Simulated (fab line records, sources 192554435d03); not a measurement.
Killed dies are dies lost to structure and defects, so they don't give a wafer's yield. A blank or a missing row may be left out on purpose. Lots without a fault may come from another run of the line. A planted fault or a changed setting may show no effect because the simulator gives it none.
Which tool did it? | flow n5_finfet | 10 lots, 30 wafers sampled, at 5 steps of a route of 1938

WHAT THE GAUGES READ, wafer by wafer
N5_BEOL_M0_SAQP_CD_MEAS_29: target cd 14.4 nm. Usual: cd_nm 15.05 nm, standard deviation 0.23.
lot  | measured     | on        | cd_nm (nm)        | flag
L683 | day 6 18:35  | cd_sem-02 | 15.09 14.96 15.37 |
L687 | day 7 16:49  | cd_sem-02 | 14.99 15.03 15.13 |
L688 | day 7 22:01  | cd_sem-02 | 15.08 15.08 15.19 |
L689 | day 8 05:55  | cd_sem-03 | 14.97 14.64 14.85 |
L690 | day 8 11:40  | cd_sem-02 | 15.31 14.99 15.35 |
L693 | day 9 00:20  | cd_sem-03 | 15.43 15.30 15.04 |
L694 | day 9 05:34  | cd_sem-03 | 14.95 15.08 15.54 |
L699 | day 10 19:48 | cd_sem-03 | 14.98 14.67 14.87 |
L700 | day 11 05:01 | cd_sem-02 | 15.20 15.06 15.50 |
L701 | day 11 13:11 | cd_sem-01 | 15.46 15.09 14.75 |

N5_BEOL_M4_RC_MEAS_101. Usual: DIBL_N 36.1 mV/V, standard deviation 1.6; DIBL_P 35.7 mV/V, standard deviation 1.8; IOFF_N 0.159 nA/um, standard deviation 0.027; IOFF_P 0.21 nA/um, standard deviation 0.03; ION_N 673 uA/um, standard deviation 10; ION_P 462 uA/um, standard deviation 7.4; SS_N 71.4 mV/dec, standard deviation 0.56; SS_P 73.2 mV/dec, standard deviation 0.61; VT_N 249.7 mV, standard deviation 3; VT_P -250 mV, standard deviation 3.1.
lot  | measured     | on        | DIBL_N (mV/V)  | DIBL_P (mV/V)  | IOFF_N (nA/um)    | IOFF_P (nA/um) | ION_N (uA/um) | ION_P (uA/um) | SS_N (mV/dec)  | SS_P (mV/dec)  | VT_N (mV)         | VT_P (mV)      | flag
L683 | day 8 17:10  | prober-02 | 37.9 36.6 39.2 | 37.4 35.8 38.7 | 0.156 0.136 0.189 | 0.19 0.18 0.24 | 664 662 678   | 448 451 458   | 71.6 71.7 72.0 | 73.6 73.1 73.8 | 252.5 253.1 248.9 | -253 -254 -251 |
L687 | day 9 18:08  | prober-01 | 35.6 36.1 34.8 | 34.9 36.6 35.5 | 0.137 0.155 0.139 | 0.18 0.22 0.20 | 654 670 670   | 451 462 466   | 71.5 70.7 70.8 | 72.7 72.8 73.3 | 255.4 249.0 249.9 | -251 -249 -250 |
L688 | day 10 04:53 | prober-02 | 35.7 33.3 36.9 | 35.6 33.7 36.3 | 0.161 0.131 0.187 | 0.20 0.17 0.21 | 671 672 679   | 455 459 455   | 71.8 70.0 71.9 | 72.6 72.1 73.8 | 251.7 255.0 249.4 | -250 -253 -249 |
L689 | day 10 11:17 | prober-02 | 37.7 37.4 36.4 | 36.6 37.4 35.7 | 0.169 0.162 0.149 | 0.22 0.24 0.21 | 674 676 675   | 460 470 462   | 71.1 71.4 71.5 | 73.6 72.9 73.1 | 249.1 249.4 248.8 | -251 -247 -248 |
L690 | day 10 17:29 | prober-02 | 35.6 35.1 37.0 | 36.0 35.4 37.4 | 0.159 0.149 0.190 | 0.20 0.19 0.23 | 684 673 678   | 463 459 464   | 71.0 71.8 71.6 | 73.1 72.8 73.9 | 247.0 249.9 246.2 | -251 -251 -249 |
L693 | day 11 12:26 | prober-02 | 35.3 33.6 34.6 | 35.3 33.2 35.1 | 0.144 0.117 0.140 | 0.19 0.18 0.19 | 664 641 662   | 458 453 454   | 70.8 71.1 71.1 | 73.9 72.3 74.0 | 253.9 256.6 250.2 | -252 -251 -251 |
L694 | day 11 15:17 | prober-01 | 39.8 38.1 38.0 | 39.4 36.4 36.1 | 0.213 0.185 0.174 | 0.26 0.20 0.19 | 686 687 683   | 463 461 456   | 72.4 71.5 71.9 | 75.0 73.2 73.5 | 248.3 247.3 248.9 | -249 -253 -253 |
L699 | day 13 17:08 | prober-01 | 34.9 35.7 36.4 | 34.5 36.9 37.7 | 0.122 0.148 0.163 | 0.17 0.21 0.21 | 666 683 683   | 455 467 465   | 71.1 70.8 71.6 | 73.3 73.6 73.8 | 253.6 250.6 250.1 | -252 -250 -251 |
L700 | day 13 21:15 | prober-01 | 37.1 35.3 36.2 | 36.8 34.9 36.0 | 0.195 0.147 0.178 | 0.23 0.19 0.22 | 678 672 677   | 461 457 463   | 71.9 71.5 72.2 | 72.9 72.3 72.4 | 247.2 251.9 249.4 | -250 -253 -250 |
L701 | day 15 05:43 | prober-01 | 35.2 34.7 36.7 | 34.8 33.7 36.9 | 0.156 0.139 0.201 | 0.22 0.20 0.26 | 662 670 694   | 460 468 482   | 71.1 70.9 71.0 | 73.1 72.1 73.1 | 247.2 251.6 243.3 | -244 -245 -242 |

WHICH TOOL RAN EACH LOT (tool, then ch and the chambers of the sampled wafers, then the start)
lot  | N5_BEOL_M0_SAQP_STRIP_86           | N5_BEOL_M0_SAQP_SPACER2_ALD_26    | N5_BEOL_M0_SAQP_COAT_69
L683 | rie_diel-02 ch 0,1,3, day 6 15:36  | ald_sin-04 ch 0,1,3, day 6 17:48  | litho_track-04 ch 0, day 6 18:37
L687 | rie_diel-05 ch 0,2, day 7 13:30    | ald_sin-01 ch 0,1,3, day 7 16:04  | litho_track-05 ch 0, day 7 16:52
L688 | rie_diel-05 ch 1,2, day 7 17:40    | ald_sin-01 ch 0,1,2, day 7 21:16  | litho_track-04 ch 0, day 7 22:04
L689 | rie_diel-05 ch 2,3, day 8 02:54    | ald_sin-04 ch 1,2, day 8 05:10    | litho_track-05 ch 0, day 8 05:56
L690 | rie_diel-04 ch 0,1,3, day 8 08:13  | ald_sin-01 ch 0,2, day 8 10:38    | litho_track-05 ch 0, day 8 11:43
L693 | rie_diel-02 ch 1,3, day 8 21:22    | ald_sin-01 ch 0,2,3, day 8 23:34  | litho_track-05 ch 0, day 9 00:22
L694 | rie_diel-05 ch 1,2,3, day 9 02:31  | ald_sin-02 ch 0,2,3, day 9 04:49  | litho_track-05 ch 0, day 9 05:37
L699 | rie_diel-05 ch 0,2,3, day 10 16:26 | ald_sin-02 ch 0,1,2, day 10 19:03 | litho_track-02 ch 0, day 10 19:50
L700 | rie_diel-05 ch 1,2,3, day 11 01:25 | ald_sin-01 ch 1,3, day 11 04:16   | litho_track-04 ch 0, day 11 05:03
L701 | rie_diel-05 ch 0,2,3, day 11 09:27 | ald_sin-02 ch 0,2,3, day 11 12:26 | litho_track-02 ch 0, day 11 13:13
- N5_BEOL_M0_SAQP_STRIP_86: strips in N2/H2.
- N5_BEOL_M0_SAQP_SPACER2_ALD_26: deposits SiO2, target thk 15 nm, pulse time 1 s, purge time 2 s.
- N5_BEOL_M0_SAQP_COAT_69: time 60 s, resist thk 90 nm.

WHAT THE TOOLS THEMSELVES READ (means of the sampled wafers that have a number; where no wafer has one, the mark that the record gives instead)
N5_BEOL_M0_SAQP_STRIP_86. Usual: drypump_motor_current_A 5.5 A, standard deviation 0.39; oes_product_au 0.78 a.u., standard deviation 0.082; rf_vpp_V 122.1 V, standard deviation 1.5; showerhead_plenum_p_Torr 3.40 Torr, standard deviation 0.11; temp_c 39.99 C, standard deviation 0.1; throttle_valve_pct 19.1 %, standard deviation 0.46.
lot  | tool        | drypump_motor_current_A (A) | oes_product_au (a.u.) | rf_vpp_V (V) | showerhead_plenum_p_Torr (Torr) | temp_c (C) | throttle_valve_pct (%) | flag
L683 | rie_diel-02 | 5.8                         | 0.89                  | 122.8        | 3.47                            | 40.01      | 19.0                   |
L687 | rie_diel-05 | 5.2                         | 0.70                  | 121.7        | 3.39                            | 39.90      | 19.8                   |
L688 | rie_diel-05 | 6.0                         | 0.79                  | 122.9        | 3.35                            | 39.97      | 19.6                   |
L689 | rie_diel-05 | 5.5                         | 0.75                  | 121.8        | 3.21                            | 39.99      | 18.8                   |
L690 | rie_diel-04 | 5.3                         | 0.71                  | 121.7        | 3.43                            | 39.97      | 19.0                   |
L693 | rie_diel-02 | 5.9                         | 0.89                  | 124.1        | 3.47                            | 40.01      | 19.0                   |
L694 | rie_diel-05 | 5.8                         | 0.77                  | 121.3        | 3.27                            | 39.96      | 19.3                   |
L699 | rie_diel-05 | 5.4                         | 0.80                  | 121.7        | 3.28                            | 40.10      | 19.2                   |
L700 | rie_diel-05 | 5.8                         | 0.75                  | 121.7        | 3.26                            | 40.06      | 19.3                   |
L701 | rie_diel-05 | 5.4                         | 0.79                  | 121.9        | 3.28                            | 39.88      | 19.3                   |

N5_BEOL_M0_SAQP_SPACER2_ALD_26. Usual: heater_power_w 472 W, standard deviation 44; precursor_pulse_height_rel 1.000, standard deviation 0.021.
lot  | tool       | heater_power_w (W) | precursor_pulse_height_rel | flag
L683 | ald_sin-04 | 502                | 1.003                      |
L687 | ald_sin-01 | 464                | 0.995                      |
L688 | ald_sin-01 | 445                | 0.988                      |
L689 | ald_sin-04 | 479                | 0.995                      |
L690 | ald_sin-01 | 440                | 0.971                      |
L693 | ald_sin-01 | 433                | 1.025                      |
L694 | ald_sin-02 | 479                | 0.994                      |
L699 | ald_sin-02 | 492                | 0.986                      |
L700 | ald_sin-01 | 490                | 1.007                      |
L701 | ald_sin-02 | 484                | 0.995                      |

N5_BEOL_M0_SAQP_COAT_69. Usual: resist_line_temp_C 23.01 C, standard deviation 0.1; spin_speed_rpm 1500.0 rpm, standard deviation 0.9.
lot  | tool           | resist_line_temp_C (C) | spin_speed_rpm (rpm) | flag
L683 | litho_track-04 | 22.98                  | 1499.5               |
L687 | litho_track-05 | 22.97                  | 1499.7               |
L688 | litho_track-04 | 23.13                  | 1500.7               |
L689 | litho_track-05 | 23.07                  | 1499.8               |
L690 | litho_track-05 | 23.05                  | 1462.3               | OFF
L693 | litho_track-05 | 22.96                  | 1463.8               | OFF
L694 | litho_track-05 | 23.13                  | 1464.6               | OFF
L699 | litho_track-02 | 23.07                  | 1500.1               |
L700 | litho_track-04 | 22.98                  | 1499.6               |
L701 | litho_track-02 | 22.90                  | 1500.2               |

THE ANSWER, worked out from the rows above alone
Rule: a lot is off if the mean of its wafers that have a number lies more than 3 standard deviations from the usual mean. A lot without any number at a reading at which 4 lots or more have one is off too. The other lots that the step has rows for count as sound. The gauges are gone through in route order, then the tools' own readings, and for those a lot's mean is taken as printed above. The first step at which some lot is off is used, and at that step the reading that is off furthest; a lot without a number counts as furthest.
Off: L690, L693, L694, at N5_BEOL_M0_SAQP_COAT_69 (spin_speed_rpm).
A tool fits if, at that step or a process step before it, it ran every lot that is off, and no sound lot after the first of them. One fits: litho_track-05 at N5_BEOL_M0_SAQP_COAT_69. Its last sound lot is L689 (day 8 05:56), its first lot that is off L690 (day 8 11:43): a fault that began between those two fits.
The tool's own readings at N5_BEOL_M0_SAQP_COAT_69 bear it out: on the lots that are off they differ by more than 5 times the standard deviation of the sound lots' means. spin_speed_rpm reads 1463.6 rpm there against 1499.9 rpm on the sound lots.

WHAT THE SIMULATOR HAD PUT IN
Process parameter drift: litho_track-05, from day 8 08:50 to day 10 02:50, at N5_BEOL_M0_SAQP_COAT_69. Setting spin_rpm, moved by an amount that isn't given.
Lots struck among those shown: L690, L693, L694. The rule above found the same.
